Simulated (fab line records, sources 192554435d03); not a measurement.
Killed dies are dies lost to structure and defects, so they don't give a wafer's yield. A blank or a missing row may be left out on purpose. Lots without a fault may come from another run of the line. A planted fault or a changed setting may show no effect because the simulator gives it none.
fab line records | flow n5_finfet
record lots=7 wafers=21
route steps=1938 shown SDB@360 HKMG_FIN@448 GATE_CUT@480 MOL_CONTACT_COAG@610 BEOL_M0_CUTY@705 BEOL_M0@715 BEOL_M1@751 BEOL_M4@1111
start_h: hours from the record's first day to the start of the lot's first wafer shown | wait_h: hours since the lot's step before | " the same as in the row above | L1.1+2: a row that stands for several wafers | - no value, or no start given | * or withheld: withheld | < > ~ a bound
route shown NAME@n: a module of which the file shows steps, and the number in the route of the first | usual: mean/standard deviation of fault-free wafers | same: alike in all rows | chamber/n: place in a boat | sites: the reading at each site | _std_site: their standard deviation | _edge_site: outer sites' mean less inner sites' | radius_mm: how far each site lies from the wafer's centre | mask NAME#n: copy n | behind: the tool/chamber that last shaped the wafer | hold: why the lot was held/for how many hours/how that ended | device: the transistor (n, p or np) that didn't switch | end of line: the same wafers' tests at the end of the route | a step without rows: its recipe alone | killed: dies lost to structure and defects at the first sort, not the wafer's yield | map: a wafer's dies, x killed, . not, _ none there
set.NAME: the setting as run; set.NAME@STEP: as run at that earlier step | model.NAME: the simulator's own value behind a step, which no gauge read
lots whose settings were changed on purpose; a table a step, a row a wafer
## steps
# step N5_SDB_ETCH_17
# recipe chemistry=CF4 target=SiARC target_depth_a=234 mask_material=CAR-ArF time_s=39 ion_energy_ev=80 pressure_mtorr=40 source_w=545 bias_w=36 Ar_flow_sccm=100 cf4_flow_sccm=100 ends=cleared
# usual rf_vpp_V=184.4/1.2
# columns lot.wafer tool chamber start_h wait_h set.bias_w rf_vpp_V
L078.2 rie_diel-05 1 88.57 0.0 36 183.8
L078.4 " 3 " " 40.38 198.6
L078.5 " 2 " " 40.38 199.3
L080.1 rie_diel-05 3 104.75 0.0 36 185.1
L080.4 " 2 " " 36 183.8
L080.6 " 3 " " 34.12 178.5
L083.2 rie_diel-02 2 121.51 0.0 38.33 193.1
L083.3 " 0 " " 38.33 190.7
L083.6 " 1 " " 38.33 193.5
L084.1 rie_diel-02 0 123.06 0.0 36 183.1
L084.3 " 1 " " 36 184.3
L084.4 " 1 " " 36 185.3
L087.3 rie_diel-05 3 142.50 0.0 32.8 176.6
L087.4 " 1 " " 36 183.0
L087.6 " 3 " " 32.8 175.1
L095.1 rie_diel-04 3 195.08 0.0 36 184.9
L095.3 " 2 " " 33.14 175.8
L095.6 " 3 " " 36 184.5
L097.4 rie_diel-02 2 206.41 0.0 36 185.9
L097.5 " 3 " " 36 186.2
L097.6 " 0 " " 36 182.5
# step N5_SDB_ETCH_18
# recipe chemistry=N2/H2 target=SOC target_depth_a=1000 overetch_a=200 mask_material=SiARC temp_c=40 time_s=150 ion_energy_ev=200 pressure_mtorr=30 source_w=840 bias_w=150 n2_flow_sccm=200 h2_flow_sccm=200
# columns lot.wafer tool chamber start_h wait_h set.spin_rpm@SDB_COAT_03 model.etch.depth_nm
L078.2+5 rie_diel-05 1,2 88.61 0.0 1500 100.6
L078.4 " 3 " " 1500 100.5
L080.1 rie_diel-05 3 104.78 0.0 1575 97.67
L080.4 " 2 " " 1575 97.57
L080.6 " 3 " " 1500 100.5
L083.2 rie_diel-02 2 121.55 0.0 1358 105.2
L083.3 " 0 " " 1500 100.7
L083.6 " 1 " " 1358 105.7
L084.1 rie_diel-02 0 123.10 0.0 1500 99.68
L084.3 " 1 " " 1500 99.99
L084.4 " 1 " " 1427 102.4
L087.3 rie_diel-05 3 142.54 0.0 1500 99.88
L087.4 " 1 " " 1500 100.3
L087.6 " 3 " " 1568 98.03
L095.1 rie_diel-04 3 195.11 0.0 1500 100.1
L095.3 " 2 " " 1426 103
L095.6 " 3 " " 1426 102.8
L097.4 rie_diel-02 2 206.44 0.0 1500 99.96
L097.5 " 3 " " 1500 100.1
L097.6 " 0 " " 1500 100.4
# step N5_SDB_STRIP_19
# recipe chemistry=N2/H2 temp_c=40 n2_flow_sccm=200 h2_flow_sccm=200 rf_frequency_hz=6e+07
# step N5_SDB_STRIP_21
# recipe chemistry=CF4 resist=SiARC power_w=300 bias_power_w=75 pressure_mtorr=50 cf4_flow_sccm=150 rf_frequency_hz=6e+07
# step N5_SDB_HM_OPEN_20
# recipe chemistry=CH3F/O2 target=SiNx mask_material=SOC target_depth_a=240 stop_on=poly-Si over_etch_frac=0.4 ion_energy_ev=120 pressure_mtorr=30 source_w=395 bias_w=73 Ar_flow_sccm=150 CH3F_flow_sccm=30 O2_flow_sccm=20
# columns lot.wafer tool chamber start_h wait_h set.spin_rpm@SDB_COAT_03 model.SOC_of_SDB_COAT_03.thk_nm
L078.2+4 rie_diel-05 1,3 88.76 0.0 1500 84.4
L078.5 " 2 " " 1500 84.8
L080.1 rie_diel-05 3 104.94 0.0 1575 81.6
L080.4 " 2 " " 1575 81.8
L080.6 " 3 " " 1500 84.4
L083.2 rie_diel-02 2 121.71 0.0 1358 89.6
L083.3 " 0 " " 1500 84.8
L083.6 " 1 " " 1358 89.8
L084.1 rie_diel-02 0 123.26 0.0 1500 83.8
L084.3 " 1 " " 1500 84
L084.4 " 1 " " 1427 86.4
L087.3 rie_diel-05 3 142.70 0.0 1500 83.8
L087.4 " 1 " " 1500 84.2
L087.6 " 3 " " 1568 82
L095.1 rie_diel-04 3 195.27 0.0 1500 84
L095.3+6 " 2,3 " " 1426 86.8
L097.4 rie_diel-02 2 206.60 0.0 1500 84.2
L097.5 " 3 " " 1500 84
L097.6 " 0 " " 1500 84.6
# step N5_SDB_STRIP_22
# recipe chemistry=N2/H2 power_w=1000 temp_c=250 h2_frac=0.65 overash_fraction=0.3 pressure_mtorr=withheld n2_flow_sccm=1750 h2_flow_sccm=3250
# usual strip_time_to_endpoint_s=96.4/0.35
# columns lot.wafer tool chamber start_h wait_h set.spin_rpm@SDB_COAT_03 strip_time_to_endpoint_s
L078.2 plasma_asher-02 1 88.85 0.1 1500 96.5
L078.4 " 0 " " 1500 96.5
L078.5 " 1 " " 1500 96.9
L080.1 plasma_asher-01 0 105.02 0.1 1575 93.9
L080.4 " 1 " " 1575 94.2
L080.6 " 0 " " 1500 96.5
L083.2 plasma_asher-02 0 121.86 0.1 1358 101.5
L083.3 " 1 " " 1500 97.0
L083.6 " 1 " " 1358 101.7
L084.1 plasma_asher-02 0 123.34 0.1 1500 96.0
L084.3 " 0 " " 1500 96.2
L084.4 " 1 " " 1427 98.5
L087.3 plasma_asher-02 1 142.82 0.1 1500 96.1
L087.4 " 0 " " 1500 96.4
L087.6 " 0 " " 1568 94.4
L095.1 plasma_asher-02 1 195.35 0.1 1500 96.3
L095.3 " 1 " " 1426 98.8
L095.6 " 1 " " 1426 98.8
L097.4 plasma_asher-01 1 206.72 0.1 1500 96.5
L097.5 " 1 " " 1500 96.1
L097.6 " 0 " " 1500 96.8
# step N5_HKMG_FIN_NWFM_ALD_20
# recipe material=TiAlC target_thk_a=20 temp_c=300 ald_precursor_family=TiCl4 ald_co_reactant=TEA pulse_time_s=3 purge_time_s=2 co_reactant_purge_time_s=2 co_reactant_pulse_time_s=10 ald_cycles=7 pressure_torr=3
# columns lot.wafer tool chamber start_h wait_h set.ald_cycles
L078.2+4+5 ald_metal-01 3,2,2 100.81 0.3 7
L080.1 ald_metal-04 3 115.32 0.3 8
L080.4+6 " 0,3 " " 7
L083.2 ald_metal-01 1 132.64 0.3 7
L083.3+6 " 3,1 " " 8
L084.1+3+4 ald_metal-02 2,1,0 134.68 0.3 7
L087.3+4+6 ald_metal-01 1,2,3 154.60 0.1 7
L095.1+3 ald_metal-04 3,1 206.87 0.3 7
L095.6 " 0 " " 8
L097.4+5+6 ald_metal-02 0,2,1 217.26 0.1 7
# step N5_GATE_CUT_COAT_27
# recipe resist=underlayer temp_c=205 time_s=60 spin_rpm=1500 resist_thk_nm=10
# columns lot.wafer tool chamber start_h wait_h set.spin_rpm model.underlayer_of_GATE_CUT_COAT_27.thk_nm
L078.2+5 litho_track-05 0 - - 1412 10.4
L078.4 " 0 " " 1500 10
L080.1 litho_track-02 0 - - 1500 10
L080.4+6 " 0 " " 1342 10.6
L083.2+3 litho_track-02 0 - - 1603 9.6
L083.6 " 0 " " 1500 10
L084.1+3+4 litho_track-03 0 - - 1500 10
L087.3+4+6 litho_track-02 0 - - 1500 10
L095.1 litho_track-03 0 - - 1415 10.4
L095.3+6 " 0 " " 1500 10
L097.4+5+6 litho_track-02 0 - - 1500 10
# step N5_GATE_CUT_DESCUM_18
# recipe chemistry=O2 time_s=7 source_power_w=50 bias_power_w=20 pressure_mtorr=20 rf_frequency_hz=2.712e+07 temp_c=40 resist=CAR-EUV o2_flow_sccm=225
# columns lot.wafer tool chamber start_h wait_h set.time_s model.CAR-EUV_of_GATE_CUT_COAT_07.thk_nm
L078.2+4 rie_diel-01 2,3 107.01 0.0 5.863 26.4
L078.5 " 1 " " 7 26
L080.1+4 rie_diel-01 2,0 121.64 0.0 7 26
L080.6 " 3 " " 6.346 26.4
L083.2+3 rie_diel-01 3,1 139.12 0.1 7 26
L083.6 " 0 " " 7 25.8
L084.1 rie_diel-01 3 140.84 0.0 6.12 26.6
L084.3+4 " 0,2 " " 7 26
L087.3+4 rie_diel-06 2,3 161.16 0.0 7 26
L087.6 " 1 " " 6.214 26.4
L095.1 rie_diel-01 0 213.38 0.0 6.108 26.4
L095.3 " 2 " " 7 26
L095.6 " 2 " " 7 26.2
L097.4+5+6 rie_diel-03 0,1,3 223.46 0.0 7 26
# step N5_GATE_CUT_ETCH_28
# recipe chemistry=N2/H2 target=underlayer target_depth_a=130 mask_material=CAR-EUV time_s=10.4 ion_energy_ev=200 pressure_mtorr=30 source_w=840 bias_w=150 n2_flow_sccm=200 h2_flow_sccm=200 ends=cleared
# columns lot.wafer tool chamber start_h wait_h set.spin_rpm@GATE_CUT_COAT_27 model.etch.depth_nm
L078.2 rie_diel-01 2 107.04 0.0 1412 10.35
L078.4 " 3 " " 1500 10.05
L078.5 " 1 " " 1412 10.36
L080.1 rie_diel-01 2 121.67 0.0 1500 9.998
L080.4+6 " 0,3 " " 1342 10.55
L083.2 rie_diel-01 3 139.15 0.0 1603 9.659
L083.3 " 1 " " 1603 9.699
L083.6 " 0 " " 1500 10
L084.1 rie_diel-01 3 140.87 0.0 1500 9.983
L084.3 " 0 " " 1500 9.993
L084.4 " 2 " " 1500 10.04
L087.3 rie_diel-06 2 161.19 0.0 1500 9.982
L087.4 " 3 " " 1500 9.978
L087.6 " 1 " " 1500 9.962
L095.1 rie_diel-01 0 213.41 0.0 1415 10.32
L095.3 " 2 " " 1500 9.998
L095.6 " 2 " " 1500 10.01
L097.4+6 rie_diel-03 0,3 223.49 0.0 1500 10.01
L097.5 " 1 " " 1500 10.03
# step N5_MOL_CONTACT_COAG_ETCH_67
# recipe chemistry=N2/H2 target=SOC target_depth_a=600 overetch_a=210 mask_material=SiARC temp_c=40 time_s=101.2 ion_energy_ev=200 pressure_mtorr=30 source_w=840 bias_w=150 n2_flow_sccm=200 h2_flow_sccm=200
# usual rf_vpp_V=524.7/2.4
# columns lot.wafer tool chamber start_h wait_h set.source_w rf_vpp_V
L078.2 rie_diel-04 1 123.66 0.0 840 525.3
L078.4 " 2 " " 840 523.2
L078.5 " 0 " " 777.7 536.6
L080.1 rie_diel-05 0 139.14 0.0 792.1 531.9
L080.4 " 3 " " 840 527.6
L080.6 " 0 " " 840 523.1
L083.2 rie_diel-05 2 153.86 0.0 927.6 508.0
L083.3 " 0 " " 840 522.8
L083.6 " 2 " " 840 527.3
L084.1 rie_diel-05 2 155.29 0.0 840 524.4
L084.3 " 1 " " 840 521.5
L084.4 " 0 " " 892 513.6
L087.3 rie_diel-05 0 175.60 0.0 796.1 531.4
L087.4 " 3 " " 796.1 538.2
L087.6 " 0 " " 840 521.5
L095.1 rie_diel-04 0 229.17 0.0 840 522.2
L095.3 " 3 " " 840 525.8
L095.6 " 1 " " 840 526.3
L097.4 rie_diel-02 0 236.67 0.0 840 520.7
L097.5 " 3 " " 840 524.2
L097.6 " 0 " " 840 519.7
# step N5_MOL_CONTACT_COAG_ETCHBACK_136
# recipe chemistry=CHF3 target=SiO2 target_depth_a=250 time_s=16.7 ion_energy_ev=200 pressure_mtorr=30 source_w=610 bias_w=170 Ar_flow_sccm=200 CHF3_flow_sccm=50
# columns lot.wafer tool chamber start_h wait_h set.target_depth_a model.SOC_of_MOL_CONTACT_COAG_COAT_62.thk_nm
L078.2 rie_diel-04 1 123.75 0.0 223.4 57.6
L078.4 " 2 " " 250 57.2
L078.5 " 0 " " 250 57.4
L080.1+4+6 rie_diel-05 0,3,0 139.23 0.0 250 57.4
L083.2 rie_diel-05 2 153.95 0.0 283.6 57.2
L083.3+6 " 0,2 " " 250 57.6
L084.1+4 rie_diel-05 2,0 155.38 0.0 283.6 57
L084.3 " 1 " " 250 57.4
L087.3+6 rie_diel-05 0 175.69 0.0 221.3 57.6
L087.4 " 3 " " 250 57.2
L095.1 rie_diel-04 0 229.26 0.0 224.3 57.8
L095.3 " 3 " " 250 57.6
L095.6 " 1 " " 224.3 58
L097.4 rie_diel-02 0 236.76 0.0 250 57.6
L097.5 " 3 " " 250 57.4
L097.6 " 0 " " 250 57.8
# step N5_MOL_CONTACT_COAG_STRIP_120
# recipe chemistry=CHF3 resist=SiARC rf_frequency_hz=6e+07
# step N5_MOL_CONTACT_COAG_VIA_ETCH_117
# recipe chemistry=C4F6/O2 target_depth_a=400 overetch_a=80 mask_material=SOC target=SiO2 bias_w=455 pressure_mtorr=10 time_s=26 source_w=325 Ar_flow_sccm=300 C4F6_flow_sccm=10 O2_flow_sccm=10 ion_energy_ev=575.3 ends=end_point
# columns lot.wafer tool chamber start_h wait_h set.target_depth_a@MOL_CONTACT_COAG_ETCHBACK_136 model.MOL_CONTACT_COAG.feature_depth_nm model.etch.depth_nm
L078.2 rie_diel-04 1 123.79 0.0 223.4 42 41.96
L078.4 " 2 " " 250 39.6 39.6
L078.5 " 0 " " 250 40.2 40.19
L080.1 rie_diel-05 0 139.26 0.0 250 39.6 39.6
L080.4 " 3 " " 250 39.8 39.71
L080.6 " 0 " " 250 39.4 39.42
L083.2 rie_diel-05 2 153.99 0.0 283.6 37.6 37.61
L083.3 " 0 " " 250 40 40.03
L083.6 " 2 " " 250 40.8 40.83
L084.1 rie_diel-05 2 155.42 0.0 283.6 37.6 37.53
L084.3 " 1 " " 250 39.8 39.77
L084.4 " 0 " " 283.6 36.6 36.56
L087.3 rie_diel-05 0 175.73 0.0 221.3 42.8 42.74
L087.4 " 3 " " 250 39.4 39.41
L087.6 " 0 " " 221.3 42.6 42.64
L095.1 rie_diel-04 0 229.29 0.0 224.3 42.2 42.21
L095.3 " 3 " " 250 40 40.01
L095.6 " 1 " " 224.3 41.8 41.89
L097.4 rie_diel-02 0 236.79 0.0 250 40.6 40.58
L097.5 " 3 " " 250 40 40.02
L097.6 " 0 " " 250 40.6 40.56
# step N5_BEOL_M0_CUTY_EXPOSE_54
# recipe mask_id=M0_ABLK na=1.35 source_shape=conventional sigma_outer=0.8 polarization=unpolarized dose_mj=36
# columns lot.wafer tool chamber start_h wait_h mask set.dose_mj
L078.2 arfi_scanner-01 0 135.86 - M0_ABLK#0 37.18
L078.4+5 " 0 " " M0_ABLK#0 36
L080.1+6 arfi_scanner-01 0 151.94 - M0_ABLK#0 37.14
L080.4 " 0 " " M0_ABLK#0 36
L083.2+3 arfi_scanner-03 0 165.78 - M0_ABLK#0 36
L083.6 " 0 " " M0_ABLK#0 34.76
L084.1+3 arfi_scanner-03 0 169.37 - M0_ABLK#0 38.46
L084.4 " 0 " " M0_ABLK#0 36
L087.3 arfi_scanner-03 0 194.68 - M0_ABLK#0 34.5
L087.4+6 " 0 " " M0_ABLK#0 36
L095.1 arfi_scanner-01 0 241.58 - M0_ABLK#0 38.4
L095.3+6 " 0 " " M0_ABLK#0 36
L097.4+5+6 arfi_scanner-03 0 249.73 - M0_ABLK#0 36
# step N5_BEOL_M0_CUTY_PEB_55
# recipe peb_temp_c=110 peb_time_s=60 resist=CAR-ArF-block
# step N5_BEOL_M0_CUTY_DEVELOP_56
# recipe develop_time_s=30 developer=TMAH resist=CAR-ArF-block rinse_liquid=diw dry=air_spin dev_temp_c=23
# step N5_BEOL_M0_CUTY_CD_MEAS_57
# recipe target_cd_nm=200 landing_energy_ev=500 detector=se_inlens polarity=line
# usual cd_nm=199.4/0.96
# columns lot.wafer tool chamber start_h wait_h set.dose_mj@BEOL_M0_CUTY_EXPOSE_54 cd_nm
L078.2 cd_sem-02 0 135.98 - 37.18 199.4
L078.4 " 0 " " 36 199.3
L078.5 " 0 " " 36 200.9
L080.1 cd_sem-01 0 152.06 - 37.14 197.6
L080.4 " 0 " " 36 199.3
L080.6 " 0 " " 37.14 197.1
L083.2 cd_sem-01 0 165.90 - 36 200.3
L083.3 " 0 " " 36 200.5
L083.6 " 0 " " 34.76 202.8
L084.1 cd_sem-01 0 169.49 - 38.46 195.5
L084.3 " 0 " " 38.46 194.1
L084.4 " 0 " " 36 199.0
L087.3 cd_sem-02 0 194.80 - 34.5 201.3
L087.4 " 0 " " 36 198.4
L087.6 " 0 " " 36 198.1
L095.1 cd_sem-03 0 241.71 - 38.4 195.6
L095.3 " 0 " " 36 200.8
L095.6 " 0 " " 36 199.2
L097.4 cd_sem-03 0 249.85 - 36 199.4
L097.5 " 0 " " 36 198.1
L097.6 " 0 " " 36 199.4
# step N5_BEOL_M0_ETCH_138
# recipe chemistry=CH3F/O2 target_depth_a=120 target=SiCN time_s=31.6 ion_energy_ev=120 pressure_mtorr=30 source_w=395 bias_w=75 Ar_flow_sccm=150 CH3F_flow_sccm=30 O2_flow_sccm=20 ends=cleared
# usual rf_vpp_V=297.6/1.7
# columns lot.wafer tool chamber start_h wait_h set.source_w rf_vpp_V
L078.2 rie_diel-05 3 136.27 0.0 395 298.8
L078.4 " 2 " " 356.9 307.3
L078.5 " 1 " " 395 296.9
L080.1 rie_diel-02 2 152.57 0.0 345.7 314.2
L080.4 " 3 " " 395 297.3
L080.6 " 2 " " 345.7 314.2
L083.2 rie_diel-02 2 166.23 0.0 395 300.0
L083.3 " 0 " " 362.7 303.6
L083.6 " 2 " " 395 300.8
L084.1 rie_diel-05 1 170.10 0.0 395 296.0
L084.3 " 2 " " 395 297.8
L084.4 " 3 " " 395 300.6
L087.3 rie_diel-02 3 195.23 0.0 395 297.9
L087.4 " 2 " " 395 297.9
L087.6 " 0 " " 395 295.1
L095.1 rie_diel-04 0 242.00 0.0 460.2 282.2
L095.3 " 2 " " 460.2 282.2
L095.6 " 1 " " 395 299.5
L097.4 rie_diel-02 2 250.13 0.0 395 300.4
L097.5 " 2 " " 395 300.3
L097.6 " 1 " " 395 297.9
# step N5_BEOL_M1_ILD_DEP_00
# recipe material=SiOC target_thk_a=790 temp_c=350 precursor=DEMS/O2 pressure_torr=5 rf_w=500 time_s=15.3
# columns lot.wafer tool chamber start_h wait_h set.time_s model.SiOC_of_BEOL_M1_ILD_DEP_00.thk_nm
L078.2 pecvd-01 2 140.77 0.0 13.44 68.6
L078.4 " 0 " " 15.3 80.8
L078.5 " 2 " " 13.44 69.4
L080.1 pecvd-02 1 159.97 0.0 15.3 78.2
L080.4 " 1 " " 15.3 79.6
L080.6 " 0 " " 14.53 76
L083.2 pecvd-01 0 169.54 0.0 15.3 80.2
L083.3 " 1 " " 15.3 79.2
L083.6 " 2 " " 15.3 80.4
L084.1 pecvd-01 1 177.27 0.0 17.32 88.4
L084.3 " 0 " " 15.3 78.6
L084.4 " 1 " " 15.3 79.6
L087.3 pecvd-01 1 203.88 0.0 15.3 78.2
L087.4 " 1 " " 15.3 79.4
L087.6 " 2 " " 15.3 78.4
L095.1 pecvd-04 1 247.31 0.0 15.3 79
L095.3 " 0 " " 15.3 77.8
L095.6 " 0 " " 15.3 80.2
L097.4 pecvd-02 0 255.53 0.1 15.3 78.8
L097.5 " 1 " " 15.3 79.2
L097.6 " 2 " " 15.3 79
# step N5_BEOL_M1_THK_MEAS_01
# recipe reads=SiOC_of_BEOL_M1_ILD_DEP_00
# usual M1_ILD_THK=79.0/0.96
# columns lot.wafer tool chamber start_h wait_h set.time_s@BEOL_M1_ILD_DEP_00 M1_ILD_THK[nm]
L078.2 film_metro-01 - 140.84 0.1 13.44 68.7
L078.4 " - " " 15.3 81.0
L078.5 " - " " 13.44 69.4
L080.1 film_metro-02 - 160.04 0.0 15.3 78.2
L080.4 " - " " 15.3 79.6
L080.6 " - " " 14.53 76.1
L083.2 film_metro-01 - 169.60 0.1 15.3 80.1
L083.3 " - " " 15.3 79.2
L083.6 " - " " 15.3 80.3
L084.1 film_metro-02 - 177.34 0.0 17.32 88.4
L084.3 " - " " 15.3 78.7
L084.4 " - " " 15.3 79.7
L087.3 film_metro-01 - 203.95 0.1 15.3 78.2
L087.4 " - " " 15.3 79.4
L087.6 " - " " 15.3 78.4
L095.1 film_metro-02 - 247.38 0.0 15.3 79.0
L095.3 " - " " 15.3 77.8
L095.6 " - " " 15.3 80.2
L097.4 film_metro-01 - 255.59 0.0 15.3 78.9
L097.5 " - " " 15.3 79.1
L097.6 " - " " 15.3 79.0
# step N5_BEOL_M4_RC_MEAS_101
# usual IOFF_N=0.158/0.027 ION_N=675/12 VT_N=250.4/3
# columns lot.wafer tool chamber start_h wait_h set.ald_cycles@HKMG_FIN_NWFM_ALD_20 IOFF_N[nA/um] ION_N[uA/um] VT_N[mV]
L078.2 prober-02 0 186.05 0.2 7 0.128 657 253.6
L078.4 " 0 " " 7 0.128 658 251.7
L078.5 " 0 " " 7 0.119 656 254.5
L080.1 prober-01 0 202.49 0.0 8 0.340 728 234.4
L080.4 " 0 " " 7 0.180 689 249.0
L080.6 " 0 " " 7 0.129 662 255.5
L084.1 prober-01 0 217.14 0.0 7 0.158 680 246.9
L084.3 " 0 " " 7 0.140 673 252.0
L084.4 " 0 " " 7 0.144 683 252.2
L083.2 prober-02 0 219.14 0.2 7 0.121 667 253.0
L083.3 " 0 " " 8 0.303 727 232.3
L083.6 " 0 " " 8 0.313 724 232.2
L087.3 prober-02 0 249.91 0.3 7 0.149 669 250.0
L087.4 " 0 " " 7 0.127 667 252.6
L087.6 " 0 " " 7 0.136 676 252.8
L095.1 prober-02 0 302.58 0.0 7 0.163 678 248.5
L095.3 " 0 " " 7 0.175 666 247.5
L095.6 " 0 " " 8 0.325 718 229.6
L097.4 prober-01 0 313.47 0.5 7 0.212 686 246.6
L097.5 " 0 " " 7 0.159 672 250.9
L097.6 " 0 " " 7 0.158 675 252.8
## key
split step=N5_SDB_ETCH_17 setting=bias_w stated=36 by=wafer
response step=N5_SDB_ETCH_17 reading=rf_vpp_V change=+1.1 per=1% r=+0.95
split step=N5_HKMG_FIN_NWFM_ALD_20 setting=ald_cycles stated=7 by=wafer
response step=N5_BEOL_M4_RC_MEAS_101 reading=IOFF_N slope=+0.0123 per=1% together_with=none explained=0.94
response step=N5_BEOL_M4_RC_MEAS_101 reading=ION_N slope=+3.68 per=1% together_with=none explained=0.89
response step=N5_BEOL_M4_RC_MEAS_101 reading=VT_N slope=-1.33 per=1% together_with=none explained=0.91
split step=N5_GATE_CUT_COAT_27 setting=spin_rpm stated=1500 by=wafer
response step=N5_GATE_CUT_COAT_27 reading=model.underlayer_of_GATE_CUT_COAT_27.thk_nm change=-0.0609 per=1% r=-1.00
response step=N5_GATE_CUT_ETCH_28 reading=model.etch.depth_nm change=-0.0519 per=1% r=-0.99
split step=N5_GATE_CUT_DESCUM_18 setting=time_s stated=7 by=wafer
response step=N5_GATE_CUT_DESCUM_18 reading=model.CAR-EUV_of_GATE_CUT_COAT_07.thk_nm change=-0.0327 per=1% r=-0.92
split step=N5_MOL_CONTACT_COAG_ETCH_67 setting=source_w stated=840 by=wafer
response step=N5_MOL_CONTACT_COAG_ETCH_67 reading=rf_vpp_V change=-1.66 per=1% r=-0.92
split step=N5_MOL_CONTACT_COAG_ETCHBACK_136 setting=target_depth_a stated=250 by=wafer
response step=N5_MOL_CONTACT_COAG_ETCHBACK_136 reading=model.SOC_of_MOL_CONTACT_COAG_COAT_62.thk_nm change=-0.0304 per=1% r=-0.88
response step=N5_MOL_CONTACT_COAG_VIA_ETCH_117 reading=model.MOL_CONTACT_COAG.feature_depth_nm change=-0.217 per=1% r=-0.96
response step=N5_MOL_CONTACT_COAG_VIA_ETCH_117 reading=model.etch.depth_nm change=-0.218 per=1% r=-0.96
split step=N5_BEOL_M0_CUTY_EXPOSE_54 setting=dose_mj stated=36 by=wafer
response step=N5_BEOL_M0_CUTY_CD_MEAS_57 reading=cd_nm change=-0.615 per=1% r=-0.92
split step=N5_BEOL_M0_ETCH_138 setting=source_w stated=395 by=wafer
response step=N5_BEOL_M0_ETCH_138 reading=rf_vpp_V change=-1.04 per=1% r=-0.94
split step=N5_BEOL_M1_ILD_DEP_00 setting=time_s stated=15.3 by=wafer
response step=N5_BEOL_M1_ILD_DEP_00 reading=model.SiOC_of_BEOL_M1_ILD_DEP_00.thk_nm change=+0.808 per=1% r=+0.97
response step=N5_BEOL_M1_THK_MEAS_01 reading=M1_ILD_THK change=+0.808 per=1% r=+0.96
split outside_this_file step=N5_SDB_COAT_03 setting=spin_rpm
# split outside_this_file: this setting was split too, and the file shows its column; the key of that split is in another file
